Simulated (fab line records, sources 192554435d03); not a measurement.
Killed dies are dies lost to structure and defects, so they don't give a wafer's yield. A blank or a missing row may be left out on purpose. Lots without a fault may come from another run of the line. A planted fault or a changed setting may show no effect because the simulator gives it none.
A struck lot beside a sound one | flow n5_finfet | 32 steps out of a route of 1938
Sound: wafers L339.1, L339.3, L339.6. Struck: wafers L346.3, L346.4, L346.5. The cause comes at the end.
At each step with rows: each side's tool, then ch and its chambers, then its first start. Under that, the readings that differ: sound wafers | struck wafers | difference of the means | sigmas: that difference in standard deviations of wafers without a fault.
alike: readings whose means differ by less than 2 such deviations, and words and numbers that are the same on both sides. not compared: withheld readings, readings that some wafer has no value for, bounds like >300 that may hide the same value, and numbers for which the record gives no deviation and whose values overlap.
The two part at a step that has a row with sigmas, a row that says differs or no value, or rows on one side only. Numbers that don't overlap but have no deviation are shown without sigmas and don't part them. A reading that every wafer of one side lacks parts them only if that side has two wafers or more.

first, 10 steps without rows for these wafers: N5_SD_EPI_P_SRD_20 (time 30 s); N5_SD_EPI_P_PRECLEAN_51 (cleans in NF3:NH3, afs cycles 1, time 20 s, sublimation time 60 s); N5_SD_EPI_P_VAPOR_ETCH_44 (etches SiGe30 in NF3/Ar, time 3.3 s); N5_SD_EPI_P_EPI_21 (deposits SiGe:B, time 355 s); N5_SD_EPI_P_HM_STRIP_48 (strips SiNx in H3PO4, material SiNx, target depth 3 nm); N5_SD_EPI_P_SRD_49 (time 30 s); N5_SD_EPI_P_PRECLEAN_24 (cleans in O3/DIW, time 45 s); N5_SD_EPI_P_PRECLEAN_32 (cleans in dHF, time 10 s); N5_SD_EPI_P_PRECLEAN_33 (cleans in SC2, time 45 s); N5_SD_EPI_P_SRD_25 (time 30 s).
N5_SD_ACTIVATION_RTA_00: time 0 s.
  sound on rtp_anneal-01 ch 0, day 4 23:19; struck on rtp_anneal-01 ch 0, day 6 14:16
  reading             | sound             | struck            | difference | sigmas
  lamp_power_pct (%)  | 8.96 8.97 9.02    | 8.53 8.70 8.57    | -0.38      | -7
  lamp_zone_1_pct (%) | 8.981 8.890 8.952 | 8.529 8.552 8.551 | -0.397     | -15
  lamp_zone_2_pct (%) | 8.933 8.953 8.974 | 8.546 8.628 8.563 | -0.374     | -14
  lamp_zone_3_pct (%) | 8.915 9.003 8.968 | 8.558 8.592 8.542 | -0.398     | -13
  lamp_zone_4_pct (%) | 8.942 8.965 8.996 | 8.569 8.543 8.514 | -0.426     | -16
  lamp_zone_5_pct (%) | 8.955 8.924 8.947 | 8.571 8.591 8.565 | -0.366     | -13
  lamp_zone_6_pct (%) | 8.906 8.861 8.823 | 8.448 8.507 8.469 | -0.389     | -14
  lamp_zone_7_pct (%) | 9.385 9.313 9.417 | 8.897 8.962 8.946 | -0.437     | -17
  alike: wafer_temp_C_max
then, 19 steps without rows for these wafers: N5_SD_ACTIVATION_LSA_01 (time 0.0008 s); N5_ILD0_LINER_00 (material SiNx, target thk 4 nm, pulse time 1 s, purge time 2 s); N5_ILD0_FCVD_FILL_01 (material SiO2 flowable, target thk 200 nm, time 328.3 s); N5_ILD0_CURE_02 (time 1800 s); N5_ILD0_CMP_03 (polishes, stops on SiNx, t overpolish 1.9 s, target thk 197.38 nm); N5_ILD0_CMP_07 (polishes SiO2 flowable, stops on poly-Si, t overpolish 1.18 s, target thk 138.88 nm); N5_ILD0_PRECLEAN_10 (cleans in NF3:NH3, afs cycles 5, time 20 s, sublimation time 60 s); N5_ILD0_ALD_15 (deposits SiNx, target thk 24 nm, pulse time 1 s, ald cycles 480); N5_ILD0_CMP_12 (polishes SiNx, stops on poly-Si, t overpolish 6 s, target thk 17.67 nm); N5_SDB_HM_DEP_00 (deposits SiNx from SiH4/NH3/N2, target thk 40 nm, time 35.3 s); N5_SDB_COAT_03 (time 60 s, resist thk 100 nm); N5_SDB_COAT_04 (time 60 s, resist thk 18 nm); N5_SDB_COAT_05 (resist thk 90 nm); N5_SDB_EBR_07; N5_SDB_SOFTBAKE_06 (time 60 s); N5_SDB_EXPOSE_08 (exposes mask SDB); N5_SDB_PEB_09 (peb time 60 s); N5_SDB_DEVELOP_10 (develop time 30 s); N5_SDB_DESCUM_16 (chemistry O2, time 7.9 s).
-- the record jumps here: 9 days lie between the struck wafers' starts before and after (it left off in module SDB and takes up again in module BEOL_M4, whose first step shown is number 1111 of the route) --
N5_BEOL_M4_RC_MEAS_101:
  sound on prober-02 ch 0, day 12 13:32; struck on prober-02 ch 0, day 15 09:07
  reading         | sound            | struck            | difference | sigmas
  ION_N (uA/um)   | 680 681 670      | 640 622 625       | -48        | -3
  REXT_N (ohm.um) | 76.1 76.2 78.4   | 87.6 89.1 89.4    | +11.8      | +7
  REXT_P (ohm.um) | 101.0 98.7 101.5 | 105.2 108.7 105.6 | +6.1       | +3
  alike: DIBL_N, DIBL_P, IOFF_N, IOFF_P, ION_P, SS_N, SS_P, VT_N, VT_P
-- the record jumps here: 5 days lie between the struck wafers' starts before and after (it left off in module BEOL_M4 and takes up again in module PASSIVATION, whose first step shown is number 1936 of the route) --
N5_PASSIVATION_PROBE_49:
  sound on prober-02, day 17 11:17; struck on prober-01, day 20 12:02
  reading              | sound          | struck         | difference | sigmas
  sort_bin_8_speed (%) | 0 0 0          | 0.3 27.5 8.1   | +12.0      | +28
  sort_n_pass          | 1089 1107 1092 | 1092 760 961   | -158       | -8
  sort_yield_pct (%)   | 92.3 93.8 92.5 | 92.5 64.4 81.4 | -13.4      | -8
  alike: defect_limited_yield, killed_at_M0_to_M3, killed_at_M4_up, killed_at_contacts, killed_at_front_end, killed_at_other, killed_dies, killed_open, killed_short, sort_bin_5_function, sort_bin_6_memory

WHERE THEY PART
First at N5_SD_ACTIVATION_RTA_00; last, within this record, at N5_PASSIVATION_PROBE_49.

WHY: what the simulator had put in
Process parameter drift: rtp_anneal-01, from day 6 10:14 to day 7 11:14, at N5_SD_ACTIVATION_RTA_00. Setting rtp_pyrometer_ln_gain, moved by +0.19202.
